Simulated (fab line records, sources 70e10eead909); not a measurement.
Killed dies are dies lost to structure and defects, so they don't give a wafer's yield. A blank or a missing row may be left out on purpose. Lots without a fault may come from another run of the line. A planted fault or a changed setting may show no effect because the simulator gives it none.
A struck lot beside a sound one | flow nand_harc | 15 steps out of a route of 1159
Sound: wafers L133.1, L133.2, L133.5. Struck: wafer L146.1. (L146.4, L146.5 of the same lot were not struck and are left out.) The cause comes at the end.
At each step with rows: each side's tool, then ch and its chambers, then its first start. Under that, the readings that differ: sound wafers | struck wafers | difference of the means | sigmas: that difference in standard deviations of wafers without a fault.
alike: readings whose means differ by less than 2 such deviations, and words and numbers that are the same on both sides. not compared: withheld readings, readings that some wafer has no value for, bounds like >300 that may hide the same value, and numbers for which the record gives no deviation and whose values overlap.
The two part at a step that has a row with sigmas, a row that says differs or no value, or rows on one side only. Numbers that don't overlap but have no deviation are shown without sigmas and don't part them. A reading that every wafer of one side lacks parts them only if that side has two wafers or more.

first, 4 steps without rows for these wafers: NHARC_A_CONTACT_ETCH_78 (etches the open film in O2/COS, target depth 2800 nm, time 728 s); NHARC_A_CONTACT_ETCH_124 (etches the open film in C4F8/O2/Ar, time 140 s, target depth 700 nm); NHARC_A_CONTACT_ETCH_125 (etches the open film in C4F8/O2/Ar, time 155 s, target depth 956 nm); NHARC_A_CONTACT_ETCH_126 (etches the open film in C4F8/O2/Ar, time 155 s, target depth 956 nm).
NHARC_A_CONTACT_ETCH_127: etches the open film in C4F8/O2/Ar, time 155 s, target depth 956 nm.
  sound on har_cap_etch-01 ch 0,1, day 19 00:07; struck on har_cap_etch-03 ch 0, day 21 09:52
  not compared: rf_hours_counter_h
then, 1 step without rows for these wafers: NHARC_A_CONTACT_ETCH_128 (etches the open film in C4F8/O2/Ar, time 155 s, target depth 956 nm).
NHARC_A_CONTACT_ETCH_129: etches the open film in C4F8/O2/Ar, time 155 s, target depth 956 nm.
  sound on har_cap_etch-01 ch 0,1, day 19 00:24; struck on har_cap_etch-03 ch 0, day 21 10:09
  not compared: rf_hours_counter_h
then, 2 steps without rows for these wafers: NHARC_A_CONTACT_ETCH_130 (etches the open film in C4F8/O2/Ar, time 155 s, target depth 956 nm); NHARC_A_CONTACT_ETCH_131 (etches the open film in C4F8/O2/Ar, time 155 s, target depth 956 nm).
NHARC_A_CONTACT_ETCH_132: etches the open film in C4F8/O2/Ar, time 156 s, target depth 958 nm.
  sound on har_cap_etch-01 ch 0,1, day 19 00:50; struck on har_cap_etch-03 ch 0, day 21 10:35
  not compared: rf_hours_counter_h
NHARC_A_CONTACT_ETCH_133: etches the open film in C4F8/O2/Ar, time 195 s, target depth 840 nm.
  sound on har_cap_etch-01 ch 0,1, day 19 00:58; struck on har_cap_etch-03 ch 0, day 21 10:44
  not compared: rf_hours_counter_h
NHARC_A_CONTACT_ETCH_91: etches the open film in CH3F/O2, target depth 40 nm, time 85.7 s.
  sound on rie_diel-04 ch 0,1,3, day 19 01:33; struck on rie_diel-04 ch 0, day 21 11:16
  reading                         | sound             | struck | difference | sigmas
  rf_vpp_V (V)                    | 244.3 241.7 242.4 | 248.2  | +5.4       | +3
  showerhead_plenum_p_Torr (Torr) | 2.44 2.29 2.33    | 2.66   | +0.31      | +3
  alike: drypump_motor_current_A, oes_product_au, throttle_valve_pct
  not compared: rf_hours_counter_h
NHARC_A_CONTACT_ETCH_97: etches the open film in C4F6/O2, target depth 20 nm, time 10 s.
  sound on rie_diel-04 ch 0,2,3, day 19 01:41; struck on rie_diel-04 ch 0, day 21 11:24
  reading               | sound             | struck | difference | sigmas
  oes_product_au (a.u.) | 0.954 0.954 0.932 | 0.750  | -0.197     | -8
  alike: drypump_motor_current_A, rf_vpp_V, showerhead_plenum_p_Torr, throttle_valve_pct
  not compared: rf_hours_counter_h
NHARC_A_CONTACT_CD_MEAS_80:
  sound on cd_sem-01, day 19 01:46; struck on cd_sem-02, day 21 11:29
  alike: cd_nm
-- the record jumps here: 3 days lie between the struck wafers' starts before and after (it left off in module A_CONTACT and takes up again in module END, whose first step shown is number 1159 of the route) --
NHARC_END_SORT_01:
  sound on prober-01 ch 0, day 21 11:04; struck on prober-01 ch 0, day 23 23:45
  reading         | sound    | struck | difference | sigmas
  killed_at_array | 24 19 23 | 592    | +570       | +62
  killed_dies     | 29 25 28 | 593    | +566       | +58
  alike: killed_at_other, killed_at_periphery, killed_open, killed_short

WHERE THEY PART
First at NHARC_A_CONTACT_ETCH_91; last, within this record, at NHARC_END_SORT_01.

WHY: what the simulator had put in
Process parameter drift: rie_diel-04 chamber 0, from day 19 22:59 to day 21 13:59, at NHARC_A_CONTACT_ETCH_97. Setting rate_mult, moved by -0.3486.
